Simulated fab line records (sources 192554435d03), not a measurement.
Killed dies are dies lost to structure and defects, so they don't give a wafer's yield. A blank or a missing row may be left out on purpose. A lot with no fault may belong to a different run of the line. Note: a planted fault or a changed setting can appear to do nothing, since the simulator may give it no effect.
A single fault, viewed from 2 desks :: flow n5 finfet :: only its own numbers are on each desk; what lay behind them is given at the end

== TOOL OWNER'S DESK, rie diel-05 ==
The tool's own readings at N5_BEOL_M1_TRENCH_ETCH_37 (etches SiOC in C4F6/O2, target depth 55.207 nm, time 29 s): means of the sampled wafers that have a number, for each lot that ran on this tool. The brackets show how far a lot's mean lies from the usual mean; more than 4 standard deviations puts the lot out of limits, marked OUT.
Columns: A = C4F6_flow_sccm at N5_BEOL_M1_TRENCH_ETCH_37, usual 10.002 sccm; B = O2_flow_sccm at N5_BEOL_M1_TRENCH_ETCH_37, usual 10.00 sccm; C = drypump motor current A at N5_BEOL_M1_TRENCH_ETCH_37, usual 5.7 A; D = oes product au at N5_BEOL_M1_TRENCH_ETCH_37, usual 0.80 a.u.; E = rf vpp V at N5_BEOL_M1_TRENCH_ETCH_37, usual 664 V; F = showerhead plenum p Torr at N5_BEOL_M1_TRENCH_ETCH_37, usual 2.85 Torr; G = throttle valve pct at N5_BEOL_M1_TRENCH_ETCH_37, usual 20.81 %
lot: L432
first seen here: day 6 07:56
A: 9.992
B: 9.96
C: 5.9
D: 0.80
E: 663
F: 2.87
G: 21.19

lot: L439
first seen here: day 8 08:03
A: 10.001
B: 9.97
C: 5.6
D: 0.71
E: 656
F: 2.86
G: 20.87

lot: L442
first seen here: day 9 06:42
A: 9.993
B: 10.00
C: 5.8
D: 0.69
E: 659
F: 2.84
G: 21.23
Finding of this desk: none of the 3 lots has anything out of limits.

== THE METROLOGY DESK ==
Lot by lot, what the gauges showed, no matter which tool ran the lot: averages of those sampled wafers that carry a number. The brackets show how far a lot's mean lies from the usual mean; more than 4 standard deviations puts the lot out of limits, marked OUT. Readings shown: 7 out of 12 (the first out of limits, and those lying furthest out on some lot).
Columns: A = trench depth nm at N5_BEOL_M1_OCD_MEAS_38, usual 55.2 nm; B = cd nm at N5_BEOL_M1_CD_MEAS_35, usual 18.14 nm; C = DIBL_N at N5_BEOL_M4_RC_MEAS_101, usual 36.4 mV/V; D = DIBL_P at N5_BEOL_M4_RC_MEAS_101, usual 36.3 mV/V; E = IOFF_N at N5_BEOL_M4_RC_MEAS_101, usual 0.162 nA/um; F = SS_N at N5_BEOL_M4_RC_MEAS_101, usual 71.5 mV/dec; G = VT_P at N5_BEOL_M4_RC_MEAS_101, usual -249.9 mV
lot: L432
first seen here: day 6 08:05
A: 55.4
B: 17.72
C: 37.7
D: 35.7
E: 0.160
F: 71.6
G: -249.7

lot: L431
first seen here: day 6 10:59
A: 55.9
B: 17.88
C: 37.9
D: 36.6
E: 0.182
F: 72.2
G: -248.6

lot: L439
first seen here: day 8 08:13
A: 45.7 (-13) OUT
B: 18.02
C: 35.2
D: 36.6
E: 0.147
F: 71.2
G: -251.2

lot: L442
first seen here: day 9 06:52
A: 48.9 (-8.3) OUT
B: 17.86
C: 36.7
D: 35.6
E: 0.153
F: 71.5
G: -247.6

lot: L443
first seen here: day 9 10:32
A: 54.4
B: 18.50
C: 37.3
D: 37.6
E: 0.186
F: 71.7
G: -253.6

lot: L444
first seen here: day 9 16:17
A: 55.0
B: 17.72
C: 37.5
D: 36.2
E: 0.156
F: 71.3
G: -246.8

lot: L447
first seen here: day 10 13:05
A: 55.6
B: 18.30
C: 37.2
D: 36.6
E: 0.156
F: 71.9
G: -248.5

lot: L449
first seen here: day 10 19:07
A: 54.4
B: 18.20
C: 38.9
D: 37.4
E: 0.195
F: 72.5
G: -249.0

lot: L451
first seen here: day 11 20:19
A: 55.4
B: 17.86
C: 36.3
D: 34.4
E: 0.159
F: 71.5
G: -248.1
This desk's verdict: out of limits on L439, L442, starting with L439 at day 8 08:13 (trench depth nm at N5_BEOL_M1_OCD_MEAS_38). L432, L431, L443, L444, L447, L449, L451: within limits.

== ALL TOGETHER ==
At day 8 08:13 the metrology desk could have sounded an alarm, on L439, L442.
The desk of the tool owner found nothing out of limits.
The tool owner's desk has L439, L442 on record, within its limits.
The lots listed all ran N5_BEOL_M1_TRENCH_ETCH_37 on rie diel-05.

== WHAT HAD BEEN PUT IN BY THE SIMULATOR ==
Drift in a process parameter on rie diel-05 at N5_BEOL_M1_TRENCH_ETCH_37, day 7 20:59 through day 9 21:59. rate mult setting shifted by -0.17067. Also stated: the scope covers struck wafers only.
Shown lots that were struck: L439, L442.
Delay in hours, fault start to first out-of-limits reading, per desk: metrology desk 11.
